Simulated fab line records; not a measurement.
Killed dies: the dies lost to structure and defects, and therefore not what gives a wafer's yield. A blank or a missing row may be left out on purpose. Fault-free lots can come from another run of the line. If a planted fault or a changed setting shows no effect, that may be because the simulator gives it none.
Lot-split experiment + flow n5_finfet + route with 1938 steps; 7 lots, 21 wafers read

## THE SPLIT ITSELF
At N5_BEOL_M6_ETCH_62 (etches SOC in N2/H2, target depth 110 nm, overetch 22 nm, time 165 s), the setting bias_w was moved away from the recipe's 150 W on 7 of the 21 wafers read, by +11.5% to +15.6%. This setting was run at the recipe's value on the other wafers.

Reading taken at the split's own step.

## THE READING
rf_vpp_V, in V, at N5_BEOL_M6_ETCH_62 (etches SOC in N2/H2, target depth 110 nm, overetch 22 nm, time 165 s). Typical for fault-free wafers on this fab line: 524.7 V, with standard deviation 3 V.

| wafer  | tool, chamber at the split | bias_w as run, W | against the recipe | rf_vpp_V, V | against lot-mates on the recipe |
|--------|----------------------------|------------------|--------------------|-------------|---------------------------------|
| L080.1 | rie_diel-01, 0             | 167.2            | +11.5%             | 562.2       | +33.7                           |
| L080.2 | rie_diel-01, 2             | 167.2            | +11.5%             | 566.6       | +38.1                           |
| L080.5 | rie_diel-01, 2             | 150              | recipe             | 528.5       | -                               |
| L081.1 | rie_diel-01, 1             | 150              | recipe             | 520.5       | -                               |
| L081.3 | rie_diel-01, 2             | 150              | recipe             | 528.4       | -                               |
| L081.4 | rie_diel-01, 3             | 172.1            | +14.7%             | 572.3       | +47.8                           |
| L091.2 | rie_diel-01, 1             | 150              | recipe             | 519.5       | -                               |
| L091.5 | rie_diel-01, 1             | 150              | recipe             | 519.4       | -                               |
| L091.6 | rie_diel-01, 0             | 150              | recipe             | 522.6       | -                               |
| L090.1 | rie_diel-04, 1             | 150              | recipe             | 522.3       | -                               |
| L090.5 | rie_diel-04, 2             | 169.7            | +13.1%             | 571.0       | +48.7                           |
| L090.6 | rie_diel-04, 3             | 169.7            | +13.1%             | 564.4       | +42.1                           |
| L093.2 | rie_diel-03, 1             | 150              | recipe             | 526.6       | -                               |
| L093.5 | rie_diel-03, 1             | 150              | recipe             | 528.1       | -                               |
| L093.6 | rie_diel-03, 0             | 150              | recipe             | 523.7       | -                               |
| L097.2 | rie_diel-01, 3             | 150              | recipe             | 524.8       | -                               |
| L097.4 | rie_diel-01, 2             | 150              | recipe             | 529.9       | -                               |
| L097.6 | rie_diel-01, 3             | 173.4            | +15.6%             | 575.7       | +48.4                           |
| L096.1 | rie_diel-01, 0             | 150              | recipe             | 524.6       | -                               |
| L096.2 | rie_diel-01, 3             | 171.9            | +14.6%             | 572.5       | +46.5                           |
| L096.3 | rie_diel-01, 2             | 150              | recipe             | 527.4       | -                               |

THE FIT
A straight line over all 21 wafers: rf_vpp_V changes by +3.3 V for each +1% of bias_w; r = +0.99; the points scatter about the line by 3.3 V.
The same after taking each lot's own level away (the mean of its wafers on the recipe; 21 wafers): +3.24 V for each +1%; r = +0.99; scatter 2.5 V.
The reading moves by 51 V for the largest change in bias_w, on that fit.
Measured against the standard deviation above, the lots' own levels, which go from 520.50 to 528.50 V, span 2.7 times it.
The two slopes are in agreement: the lot-to-lot level therefore moves the slope only a little.
Check: for one of the wafers moved furthest among these (+15.6%), held out of the fit, the line's prediction against its lot-mates is +51.1 V. It came out at +48.4 V against them.
Tool readings at the split's step, against how far the setting was moved: rf_vpp_V r = +0.99.

## OTHER SPLITS ON THESE WAFERS
These wafers also went through other splits before the reading. Each is held against what the fit with the lots' levels taken away leaves over:
| other split on the same wafers   | wafers away from the commonest value | r with rf_vpp_V (lot level and that fit taken away) |
|----------------------------------|--------------------------------------|-----------------------------------------------------|
| N5_BEOL_M3_EXPOSE_08 dose_mj     | 6                                    | -0.61                                               |
| N5_BEOL_M3_EXPOSE_25 dose_mj     | 8                                    | +0.02                                               |
| N5_BEOL_M4_DESCUM_33 time_s      | 6                                    | +0.03                                               |
| N5_BEOL_M4_ETCH_69 cf4_flow_sccm | 5                                    | +0.05                                               |

## THE WHOLE CHAIN: every reading that the file lists as answering this split, in the file's order
| step               | what it does                                                         | reading                                                                          | change (the file's fit)               | r (the file's) |
|--------------------|----------------------------------------------------------------------|----------------------------------------------------------------------------------|---------------------------------------|----------------|
| N5_BEOL_M6_ETCH_62 | etches SOC in N2/H2, target depth 110 nm, overetch 22 nm, time 165 s | rf_vpp_V                                                                         | +3.22 V for each +1% of the setting   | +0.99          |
| N5_BEOL_M6_ETCH_62 | etches SOC in N2/H2, target depth 110 nm, overetch 22 nm, time 165 s | SiARC_of_BEOL_M6_COAT_60.thk_nm (the simulator's own value, which no gauge read) | -0.104 nm for each +1% of the setting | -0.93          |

## FILE'S OWN FIT
rf_vpp_V changes by +3.22 V for each +1% of bias_w, r = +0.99.
